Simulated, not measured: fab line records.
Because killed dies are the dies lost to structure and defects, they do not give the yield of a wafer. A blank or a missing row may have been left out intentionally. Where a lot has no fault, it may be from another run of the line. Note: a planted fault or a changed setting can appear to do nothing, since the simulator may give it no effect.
fab line records -- flow nand_harc -- part 1 of 2: steps 1 to 40 of 41
record lots=6, wafers=18, last_day=30
route steps=1302 shown P_M2@327 P_BONDPAD@351 END@1302
lots that met no fault: from a run of the same line without faults
start_h: the number of hours between the record's first day and the start of the first shown wafer of the lot -- wait_h: time in hours since the lot's previous step -- " the same as in the row above -- L1.1+2: several wafers, shown together as one row -- - value missing, or start not given -- * or withheld: withheld -- < > ~ a bound
route shown NAME@n: names a module that has steps shown in the file, with the first one's number in the route -- usual: the fault-free wafers' mean and standard deviation -- same: alike in all rows -- chamber/n: place in a boat -- sites: per-site readings -- _std_site: the standard deviation of these -- _edge_site: outer sites' mean less inner sites' -- radius_mm: for every site, how far away it sits from the centre of the wafer -- mask NAME#n: copy n -- behind: the last tool/chamber to shape the wafer -- hold: reason for holding the lot/hours on hold/outcome of the hold -- device: the transistor (n, p or np) that didn't switch -- end of line: tests run on the same wafers once the route is complete -- for a step that has no rows: nothing shown but its recipe -- killed: at the first sort, the dies lost to defects and structure; wafer yield is something else -- map: the dies of a wafer, with x for killed, . for not killed, _ for no die there
set.NAME: the setting that was run; set.NAME@STEP: the one run at that earlier step -- model.NAME: the simulator's own value behind a step, which no gauge read
lots seen at some steps along the route; tables by step, rows by wafer
services: a tool's chamber out of use, with start hour (start_h, from the record's first day; less than 0 if before it), hours out, and reason
## steps
# step NHARC_P_M2_DEVELOP_08
# recipe develop_time_s=35, dev_temp_c=23
# step NHARC_P_M2_CD_MEAS_09
# recipe target_cd_nm=170, landing_energy_ev=500
# usual cd_nm=170.0/0.87
lot.wafer,tool,chamber,start_h,wait_h,cd_nm
L265.2,cd_sem-03,0,135.60,-,170.3
L265.4,cd_sem-03,0,135.60,-,170.6
L265.5,cd_sem-03,0,135.60,-,171.6
L266.3,cd_sem-02,0,141.62,-,170.6
L266.4,cd_sem-02,0,141.62,-,170.6
L266.6,cd_sem-02,0,141.62,-,171.6
L268.4,cd_sem-02,0,157.46,-,169.8
L268.5,cd_sem-02,0,157.46,-,170.3
L268.6,cd_sem-02,0,157.46,-,171.4
L269.1,cd_sem-03,0,179.36,-,169.2
L269.3,cd_sem-03,0,179.36,-,168.7
L269.5,cd_sem-03,0,179.36,-,169.5
L279.1,cd_sem-02,0,274.43,-,168.8
L279.2,cd_sem-02,0,274.43,-,168.8
L279.3,cd_sem-02,0,274.43,-,169.3
L282.1,cd_sem-02,0,298.64,-,169.3
L282.2,cd_sem-02,0,298.64,-,170.1
L282.4,cd_sem-02,0,298.64,-,169.8
# step NHARC_P_M2_OVL_MEAS_10
# recipe pitch_nm=340
# usual overlay_x_nm=0.0/0.89, overlay_y_nm=-0.1/0.8
lot.wafer,tool,chamber,start_h,wait_h,overlay_x_nm,overlay_y_nm
L265.2,overlay-01,-,135.69,-,0.7,-1.3
L265.4,overlay-01,-,135.69,-,-0.1,-2.0
L265.5,overlay-01,-,135.69,-,0.5,-2.1
L266.3,overlay-02,-,141.70,-,0.6,-0.1
L266.4,overlay-02,-,141.70,-,1.2,-0.8
L266.6,overlay-02,-,141.70,-,0.1,-0.1
L268.4,overlay-02,-,157.54,-,0.2,-1.0
L268.5,overlay-02,-,157.54,-,-0.1,-0.9
L268.6,overlay-02,-,157.54,-,-0.1,-1.5
L269.1,overlay-02,-,179.45,-,1.5,0.5
L269.3,overlay-02,-,179.45,-,1.3,0.7
L269.5,overlay-02,-,179.45,-,1.3,0.9
L279.1,overlay-02,-,274.52,-,1.2,0.4
L279.2,overlay-02,-,274.52,-,1.9,0.0
L279.3,overlay-02,-,274.52,-,1.3,-0.3
L282.1,overlay-02,-,298.73,-,0.5,-0.2
L282.2,overlay-02,-,298.73,-,0.2,0.1
L282.4,overlay-02,-,298.73,-,-0.2,-0.7
# step NHARC_P_M2_INSPECT_11
# usual raw_defect_count=5/3.2
lot.wafer,tool,chamber,start_h,wait_h,raw_defect_count
L265.2,defect_inspect-01,-,135.72,0.0,6
L265.4,defect_inspect-01,-,135.72,0.0,5
L265.5,defect_inspect-01,-,135.72,0.0,3
L266.3,defect_inspect-02,-,141.74,0.0,17
L266.4,defect_inspect-02,-,141.74,0.0,15
L266.6,defect_inspect-02,-,141.74,0.0,13
L268.4,defect_inspect-02,-,157.58,0.0,5
L268.5,defect_inspect-02,-,157.58,0.0,4
L268.6,defect_inspect-02,-,157.58,0.0,2
L269.1,defect_inspect-01,-,179.49,0.0,4
L269.3,defect_inspect-01,-,179.49,0.0,5
L269.5,defect_inspect-01,-,179.49,0.0,5
L279.1,defect_inspect-02,-,274.56,0.0,2
L279.2,defect_inspect-02,-,274.56,0.0,2
L279.3,defect_inspect-02,-,274.56,0.0,3
L282.1,defect_inspect-02,-,298.76,0.0,6
L282.2,defect_inspect-02,-,298.76,0.0,9
L282.4,defect_inspect-02,-,298.76,0.0,4
# step NHARC_P_M2_DESCUM_14
# recipe time_s=3, o2_flow_sccm=200, ar_flow_sccm=0, bias_power_w=0, chemistry=O2
# step NHARC_P_M2_ETCH_35
# recipe target_depth_a=400, overetch_a=120, time_s=43.94, ion_energy_ev=200, n2_flow_sccm=150, h2_flow_sccm=150, ar_flow_sccm=0, rf_w=400, bias_w=150, chemistry=N2/H2
# usual drypump_motor_current_A=5.7/0.36, n2_flow_sccm=150.0/0.41, oes_product_au=0.998/0.014, rf_vpp_V=431.2/2.8, showerhead_plenum_p_Torr=2.07/0.095, throttle_valve_pct=14.171/0.0085
lot.wafer,tool,chamber,start_h,wait_h,drypump_motor_current_A,n2_flow_sccm,oes_product_au,rf_hours_counter_h,rf_vpp_V,showerhead_plenum_p_Torr,throttle_valve_pct
L265.2,rie_diel-02,2,135.91,0.1,5.6,150.8,0.993,2.7,430.8,2.14,14.175
L265.5,rie_diel-02,3,135.91,0.1,5.9,150.4,1.010,-,427.7,1.90,14.155
L265.4,rie_diel-02,0,135.91,0.1,5.7,149.6,0.994,-,426.8,1.94,14.173
L266.3,rie_diel-02,2,141.90,0.1,5.7,150.7,0.994,2.8,433.4,2.14,14.184
L266.6,rie_diel-02,3,141.90,0.1,5.8,150.4,1.005,-,425.4,1.90,14.172
L266.4,rie_diel-02,0,141.90,0.1,5.7,149.4,0.998,-,427.9,1.94,14.170
L268.4,rie_diel-01,0,157.73,0.1,5.8,150.3,0.996,7.7,434.1,2.18,14.166
L268.6,rie_diel-01,2,157.73,0.1,5.5,150.0,0.997,-,430.2,2.06,14.166
L268.5,rie_diel-01,3,157.73,0.1,5.8,151.1,1.010,-,432.0,2.10,14.172
L269.3,rie_diel-01,2,179.63,0.1,5.5,150.5,0.992,9.2,432.2,2.06,14.168
L269.1,rie_diel-01,3,179.63,0.1,5.8,150.8,1.015,9.9,431.9,2.10,14.167
L269.5,rie_diel-01,2,179.63,0.1,5.5,150.2,1.000,-,429.5,2.06,14.174
L279.2,rie_diel-11,0,274.71,0.1,5.1,150.1,1.001,0.1,431.1,2.11,14.188
L279.1,rie_diel-11,1,274.71,0.1,5.5,149.7,0.976,0.2,427.9,1.96,14.177
L279.3,rie_diel-11,2,274.71,0.1,6.3,149.6,0.990,0.2,431.2,2.06,14.170
L282.1,rie_diel-11,1,298.92,0.1,5.5,149.7,0.976,1.3,428.2,1.96,14.171
L282.2,rie_diel-11,2,298.92,0.1,6.3,150.4,1.003,1.1,431.9,2.06,14.168
L282.4,rie_diel-11,3,298.92,0.1,6.3,150.4,1.020,1.3,434.4,2.20,14.175
# step NHARC_P_M2_ETCH_15
# recipe target_depth_a=1825, time_s=91.2, c4f8_flow_sccm=withheld, ar_flow_sccm=400, rf_w=600, bias_w=300, chemistry=C4F8/Ar
# step NHARC_P_M2_CD_MEAS_16
# usual cd_nm=170.0/1.3
lot.wafer,tool,chamber,start_h,wait_h,cd_nm
L265.2,cd_sem-01,-,136.14,-,169.8
L265.4,cd_sem-01,-,136.14,-,170.5
L265.5,cd_sem-01,-,136.14,-,171.5
L266.3,cd_sem-03,-,142.15,-,169.6
L266.4,cd_sem-03,-,142.15,-,170.2
L266.6,cd_sem-03,-,142.15,-,172.3
L268.4,cd_sem-03,-,158.44,-,170.3
L268.5,cd_sem-03,-,158.44,-,170.2
L268.6,cd_sem-03,-,158.44,-,171.4
L269.1,cd_sem-01,-,179.85,-,168.9
L269.3,cd_sem-01,-,179.85,-,169.7
L269.5,cd_sem-01,-,179.85,-,169.5
L279.1,cd_sem-02,-,274.92,-,168.1
L279.2,cd_sem-02,-,274.92,-,169.4
L279.3,cd_sem-02,-,274.92,-,170.4
L282.1,cd_sem-02,-,299.13,-,169.3
L282.2,cd_sem-02,-,299.13,-,170.1
L282.4,cd_sem-02,-,299.13,-,171.0
# step NHARC_P_M2_STRIP_18
# recipe power_w=1000, n2_flow_sccm=150, h2_flow_sccm=150, ar_flow_sccm=0, bias_w=0, chemistry=N2/H2
# usual drypump_motor_current_A=5.7/0.39, n2_flow_sccm=150.0/0.48, oes_product_au=0.996/0.012, power_w=1000.1/2.6, rf_vpp_V=90.8/0.94, showerhead_plenum_p_Torr=2.06/0.095, throttle_valve_pct=14.172/0.0091
lot.wafer,tool,chamber,start_h,wait_h,drypump_motor_current_A,n2_flow_sccm,oes_product_au,power_w,rf_hours_counter_h,rf_vpp_V,showerhead_plenum_p_Torr,throttle_valve_pct
L265.4,rie_diel-01,0,136.26,0.1,5.8,150.4,1.003,1001.0,6.5,91.2,2.18,14.179
L265.2,rie_diel-01,1,136.26,0.1,6.4,150.0,1.022,998.2,6.4,91.6,2.10,14.178
L265.5,rie_diel-01,3,136.26,0.1,5.7,149.6,1.025,998.2,-,91.6,2.10,14.171
L266.4,rie_diel-01,3,142.25,0.1,5.8,150.4,1.021,1001.9,8.3,91.7,2.10,14.166
L266.3,rie_diel-01,1,142.25,0.1,6.4,150.4,1.012,997.3,6.5,91.9,2.10,14.172
L266.6,rie_diel-01,2,142.25,0.1,5.5,149.5,0.995,999.6,-,90.6,2.06,14.168
L268.4,rie_diel-11,0,158.56,0.1,5.1,149.2,0.997,999.2,3.3,90.7,2.11,14.174
L268.6,rie_diel-11,2,158.56,0.1,6.3,149.8,0.989,998.5,-,91.1,2.06,14.153
L268.5,rie_diel-11,3,158.56,0.1,6.3,149.8,0.997,999.9,-,92.1,2.21,14.168
L269.3,rie_diel-02,3,179.93,0.1,5.9,149.9,0.997,997.9,4.8,90.0,1.90,14.175
L269.1,rie_diel-02,1,179.93,0.1,5.3,149.9,1.013,996.3,4.3,91.5,1.92,14.179
L269.5,rie_diel-02,0,179.93,0.1,5.7,150.2,0.997,998.8,-,91.2,1.94,14.164
L279.1,rie_diel-01,2,275.00,0.1,5.5,150.4,0.973,1005.7,4.9,89.0,2.06,14.173
L279.3,rie_diel-01,3,275.00,0.1,5.8,150.0,1.004,1000.4,4.7,90.7,2.10,14.174
L279.2,rie_diel-01,0,275.00,0.1,5.8,148.9,1.000,1004.1,5.1,91.4,2.18,14.193
L282.4,rie_diel-02,0,299.20,0.1,5.7,149.6,0.985,998.7,2.4,91.0,1.94,14.175
L282.1,rie_diel-02,1,299.20,0.1,5.3,150.0,0.992,1002.8,2.3,90.6,1.92,14.163
L282.2,rie_diel-02,2,299.20,0.1,5.6,150.6,0.992,1006.0,2.0,91.6,2.13,14.180
# step NHARC_P_M2_ETCH_28
# recipe target_depth_a=300, over_etch_frac=0.3, time_s=72.99, ion_energy_ev=150, cf4_flow_sccm=50, n2_flow_sccm=100, ar_flow_sccm=150, rf_w=300, bias_w=100, chemistry=CF4/N2
# step NHARC_P_M2_STRIP_19
# recipe time_s=600, temp_c=30, chemistry=post_etch_residue_remover
# step NHARC_P_M2_DEGAS_29
# recipe temp_c=250, time_s=60
# step NHARC_P_M2_PRE_CLEAN_30
# recipe time_s=30, temp_c=280, gas=H2/He
# usual heater_power_w=435/41
lot.wafer,tool,chamber,start_h,wait_h,heater_power_w
L265.2,pvd_sputter-01,-,136.91,-,402
L265.4,pvd_sputter-01,-,136.91,-,468
L265.5,pvd_sputter-01,-,136.91,-,471
L266.3,pvd_sputter-01,-,142.92,-,400
L266.4,pvd_sputter-01,-,142.92,-,397
L266.6,pvd_sputter-01,-,142.92,-,397
L268.4,pvd_sputter-01,-,159.20,-,392
L268.6,pvd_sputter-01,-,159.20,-,390
L268.5,pvd_sputter-01,-,159.20,-,398
L269.3,pvd_sputter-03,-,180.64,-,419
L269.1,pvd_sputter-03,-,180.64,-,427
L269.5,pvd_sputter-03,-,180.64,-,388
L279.1,pvd_sputter-03,-,275.70,-,367
L279.3,pvd_sputter-03,-,275.70,-,439
L279.2,pvd_sputter-03,-,275.70,-,384
L282.1,pvd_sputter-03,-,299.90,-,442
L282.2,pvd_sputter-03,-,299.90,-,395
L282.4,pvd_sputter-03,-,299.90,-,360
# step NHARC_P_M2_PVD_20
# recipe target_thk_a=50, bias_v=168.6, power_w=15000, chamber_pressure_pa=0.12, time_s=8.06, substrate_temp_c=50, material=TaN
# step NHARC_P_M2_PVD_21
# recipe target_thk_a=300, chamber_pressure_pa=5, power_w=5000, substrate_temp_c=30, time_s=20.49, material=Cu
# step NHARC_P_M2_ECD_22
# recipe target_thk_a=4000, bath_temp_c=25, material=Cu
# step NHARC_P_M2_ANNEAL_31
# recipe temp_c=225, time_s=90
# usual anneal_temp_c_max=226.5/0.32, wafer_temp_C_max=225.67/0.24
lot.wafer,tool,chamber,start_h,wait_h,anneal_temp_c_max,wafer_temp_C_max
L265.2,rtp_anneal-01,0,137.64,-,226.2,225.57
L265.4,rtp_anneal-01,0,137.64,-,226.1,225.49
L265.5,rtp_anneal-01,0,137.64,-,226.1,225.26
L266.3,rtp_anneal-02,0,143.81,0.4,226.3,225.76
L266.4,rtp_anneal-02,0,143.81,0.4,226.7,225.65
L266.6,rtp_anneal-02,0,143.81,0.4,226.8,225.56
L268.4,rtp_anneal-02,0,160.03,-,226.3,225.58
L268.5,rtp_anneal-02,0,160.03,-,226.5,225.29
L268.6,rtp_anneal-02,0,160.03,-,226.5,225.83
L269.1,rtp_anneal-01,0,181.32,0.3,226.7,225.33
L269.3,rtp_anneal-01,0,181.32,0.3,226.0,224.99
L269.5,rtp_anneal-01,0,181.32,0.3,226.2,225.20
L279.1,rtp_anneal-02,0,276.37,-,226.8,225.84
L279.2,rtp_anneal-02,0,276.37,-,226.2,225.66
L279.3,rtp_anneal-02,0,276.37,-,226.6,225.64
L282.1,rtp_anneal-02,0,300.58,-,226.6,225.92
L282.2,rtp_anneal-02,0,300.58,-,226.5,226.39
L282.4,rtp_anneal-02,0,300.58,-,226.6,225.81
# step NHARC_P_M2_CMP_23
# recipe t_overpolish_s=20, target_thk_nm=144.3
# step NHARC_P_M2_THK_MEAS_24
# recipe thk_meas_gauge=xrf
# usual thk_nm=144.5/1.5
lot.wafer,tool,chamber,start_h,wait_h,thk_nm
L265.2,film_metro-01,-,138.24,-,144.6
L265.4,film_metro-01,-,138.24,-,144.5
L265.5,film_metro-01,-,138.24,-,141.0
L266.3,film_metro-02,-,144.58,-,142.4
L266.4,film_metro-02,-,144.58,-,144.4
L266.6,film_metro-02,-,144.58,-,144.9
L268.4,film_metro-01,-,160.54,-,146.4
L268.5,film_metro-01,-,160.54,-,148.5
L268.6,film_metro-01,-,160.54,-,148.7
L269.1,film_metro-02,-,181.98,-,143.4
L269.3,film_metro-02,-,181.98,-,142.9
L269.5,film_metro-02,-,181.98,-,144.2
L279.1,film_metro-01,-,277.03,-,144.0
L279.2,film_metro-01,-,277.03,-,145.4
L279.3,film_metro-01,-,277.03,-,146.5
L282.1,film_metro-01,-,301.24,-,146.2
L282.2,film_metro-01,-,301.24,-,143.1
L282.4,film_metro-01,-,301.24,-,144.3
# step NHARC_P_M2_SRD_25
# step NHARC_P_M2_PRE_CLEAN_32
# recipe time_s=12, temp_c=370, rf_power_w=300, gas=NH3
# step NHARC_P_M2_DEP_33
# recipe target_thk_a=300, temp_c=370, target_thk_nm=30, pressure_torr=3, flow_sccm=200, rf_w=450, material=SiCN
# step NHARC_P_BONDPAD_DEP_00
# recipe target_thk_a=2500, temp_c=370, target_thk_nm=250, pressure_torr=3, flow_sccm=200, rf_w=450, material=SiCN
# step NHARC_P_BONDPAD_CMP_32
# recipe target_thk_nm=200, material=SiCN
# usual motor_current_A=12.0/1.2
lot.wafer,tool,chamber,start_h,wait_h,motor_current_A
L265.4,cmp-02,1,139.55,0.3,12.5
L265.2,cmp-02,2,139.55,0.3,12.0
L265.5,cmp-02,3,139.55,0.3,10.8
L266.3,cmp-01,3,145.97,-,11.7
L266.4,cmp-01,1,145.97,-,11.0
L266.6,cmp-01,2,145.97,-,12.3
L268.4,cmp-02,1,161.74,-,12.2
L268.6,cmp-02,3,161.74,-,10.4
L268.5,cmp-02,0,161.74,-,14.0
L269.3,cmp-04,0,183.12,-,12.8
L269.1,cmp-04,1,183.12,-,14.1
L269.5,cmp-04,0,183.12,-,12.5
L279.3,cmp-01,0,278.71,-,10.0
L279.2,cmp-01,1,278.71,-,11.0
L279.1,cmp-01,3,278.71,-,12.0
L282.4,cmp-01,1,302.40,-,10.8
L282.2,cmp-01,2,302.40,-,12.3
L282.1,cmp-01,0,302.40,-,10.9
# step NHARC_P_BONDPAD_THK_MEAS_33
# recipe thk_meas_gauge=ellipsometry
# usual thk_nm=199.5/1.7
lot.wafer,tool,chamber,start_h,wait_h,thk_nm
L265.2,film_metro-01,-,139.76,0.2,201.7
L265.4,film_metro-01,-,139.76,0.2,199.6
L265.5,film_metro-01,-,139.76,0.2,199.6
L266.3,film_metro-01,-,146.20,0.2,201.3
L266.4,film_metro-01,-,146.20,0.2,198.5
L266.6,film_metro-01,-,146.20,0.2,198.6
L268.4,film_metro-02,-,161.95,0.2,198.5
L268.5,film_metro-02,-,161.95,0.2,200.0
L268.6,film_metro-02,-,161.95,0.2,197.7
L269.1,film_metro-01,-,183.37,0.2,201.2
L269.3,film_metro-01,-,183.37,0.2,200.3
L269.5,film_metro-01,-,183.37,0.2,201.2
L279.1,film_metro-02,-,278.96,0.2,198.2
L279.2,film_metro-02,-,278.96,0.2,198.6
L279.3,film_metro-02,-,278.96,0.2,199.8
L282.1,film_metro-01,-,302.65,0.2,199.4
L282.2,film_metro-01,-,302.65,0.2,196.5
L282.4,film_metro-01,-,302.65,0.2,198.2
# step NHARC_P_BONDPAD_SRD_34
# step NHARC_P_BONDPAD_DEHYDRATE_01
# recipe temp_c=150, time_s=120
# step NHARC_P_BONDPAD_HMDS_02
# recipe time_s=30
# step NHARC_P_BONDPAD_COAT_36
# recipe temp_c=200, time_s=65
# step NHARC_P_BONDPAD_COAT_03
# recipe spin_rpm=2000, resist_thk_nm=600
# step NHARC_P_BONDPAD_SOFTBAKE_04
# recipe temp_c=125, time_s=70
# step NHARC_P_BONDPAD_EBR_05
# step NHARC_P_BONDPAD_EXPOSE_06
# recipe na=0.55, dose_mj=37.06, mask_id=P_BPAD
# step NHARC_P_BONDPAD_PEB_07
# recipe peb_temp_c=128, peb_time_s=80
# step NHARC_P_BONDPAD_DEVELOP_08
# recipe time_s=50, dev_temp_c=22
# step NHARC_P_BONDPAD_CD_MEAS_09
# recipe target_cd_nm=500, landing_energy_ev=500
# usual cd_nm=500.4/2.8
lot.wafer,tool,chamber,start_h,wait_h,cd_nm
L265.2,cd_sem-03,0,140.20,-,498.8
L265.4,cd_sem-03,0,140.20,-,498.5
L265.5,cd_sem-03,0,140.20,-,500.1
L266.3,cd_sem-02,0,146.80,-,497.5
L266.4,cd_sem-02,0,146.80,-,498.4
L266.6,cd_sem-02,0,146.80,-,501.7
L268.4,cd_sem-03,0,162.52,-,495.3
L268.5,cd_sem-03,0,162.52,-,498.4
L268.6,cd_sem-03,0,162.52,-,495.6
L269.1,cd_sem-03,0,183.93,-,501.9
L269.3,cd_sem-03,0,183.93,-,502.8
L269.5,cd_sem-03,0,183.93,-,498.0
L279.1,cd_sem-03,0,279.40,-,498.2
L279.2,cd_sem-03,0,279.40,-,499.3
L279.3,cd_sem-03,0,279.40,-,502.3
L282.1,cd_sem-03,0,303.22,-,501.2
L282.2,cd_sem-03,0,303.22,-,499.0
L282.4,cd_sem-03,0,303.22,-,501.9
# step NHARC_P_BONDPAD_OVL_MEAS_38
# usual overlay_x_nm=-2/6.4, overlay_y_nm=2/6.6
lot.wafer,tool,chamber,start_h,wait_h,overlay_x_nm,overlay_y_nm
L265.2,overlay-02,-,140.29,-,2,-3
L265.4,overlay-02,-,140.29,-,2,-3
L265.5,overlay-02,-,140.29,-,2,-3
L266.3,overlay-01,-,146.88,-,-10,1
L266.4,overlay-01,-,146.88,-,-9,1
L266.6,overlay-01,-,146.88,-,-10,1
L268.4,overlay-01,-,162.60,-,-2,6
L268.5,overlay-01,-,162.60,-,-2,6
L268.6,overlay-01,-,162.60,-,-2,6
L269.1,overlay-02,-,184.02,-,-3,2
L269.3,overlay-02,-,184.02,-,-2,2
L269.5,overlay-02,-,184.02,-,-3,2
L279.1,overlay-02,-,279.49,-,-7,-5
L279.2,overlay-02,-,279.49,-,-6,-5
L279.3,overlay-02,-,279.49,-,-7,-5
L282.1,overlay-02,-,303.31,-,-7,-4
L282.2,overlay-02,-,303.31,-,-8,-4
L282.4,overlay-02,-,303.31,-,-7,-4
# step NHARC_P_BONDPAD_HARDBAKE_10
# recipe temp_c=118, time_s=65
# step NHARC_P_BONDPAD_DESCUM_11
# recipe time_s=3, o2_flow_sccm=200, ar_flow_sccm=0, bias_power_w=0, chemistry=O2
# usual drypump_motor_current_A=5.6/0.43, oes_product_au=1.006/0.013, rf_vpp_V=58.1/0.89, showerhead_plenum_p_Torr=1.94/0.064, throttle_valve_pct=11.310/0.009
lot.wafer,tool,chamber,start_h,wait_h,drypump_motor_current_A,oes_product_au,rf_hours_counter_h,rf_vpp_V,showerhead_plenum_p_Torr,throttle_valve_pct
L265.2,rie_diel-03,1,140.42,-,5.3,1.000,0.4,58.0,1.95,11.331
L265.4,rie_diel-03,3,140.42,-,5.2,1.002,0.4,59.3,2.01,11.320
L265.5,rie_diel-03,0,140.42,-,6.3,1.010,-,57.5,1.87,11.306
L266.4,rie_diel-12,3,147.00,-,5.7,1.010,1.6,58.6,1.94,11.296
L266.3,rie_diel-12,2,147.00,-,5.9,1.004,1.8,58.1,1.95,11.315
L266.6,rie_diel-12,0,147.00,-,5.0,1.019,-,57.5,1.82,11.299
L268.6,rie_diel-03,3,162.76,-,5.2,0.998,-,57.7,2.01,11.314
L268.5,rie_diel-03,0,162.76,-,6.3,1.008,-,57.2,1.87,11.311
L268.4,rie_diel-03,1,162.76,-,5.3,0.992,-,59.7,1.94,11.318
L269.3,rie_diel-12,0,184.15,-,5.0,1.012,2.3,59.0,1.82,11.329
L269.1,rie_diel-12,1,184.15,-,5.6,1.000,2.5,59.2,2.02,11.319
L269.5,rie_diel-12,3,184.15,-,5.7,0.995,-,57.0,1.94,11.303
L279.1,rie_diel-12,2,279.61,-,5.9,1.000,0,57.8,1.95,11.333
L279.3,rie_diel-12,0,279.61,-,5.0,0.985,0,57.2,1.82,11.315
L279.2,rie_diel-12,1,279.61,-,5.7,1.038,0,57.4,2.02,11.311
L282.1,rie_diel-08,1,303.45,-,6.3,0.998,6.5,58.1,1.93,11.319
L282.2,rie_diel-08,3,303.45,-,5.4,1.026,6.7,58.6,2.04,11.318
L282.4,rie_diel-08,3,303.45,-,5.4,1.023,-,60.3,2.04,11.310
# step NHARC_P_BONDPAD_ETCH_37
# recipe target_depth_a=600, overetch_a=180, time_s=65.91, ion_energy_ev=200, n2_flow_sccm=150, h2_flow_sccm=150, ar_flow_sccm=0, rf_w=400, bias_w=150, chemistry=N2/H2
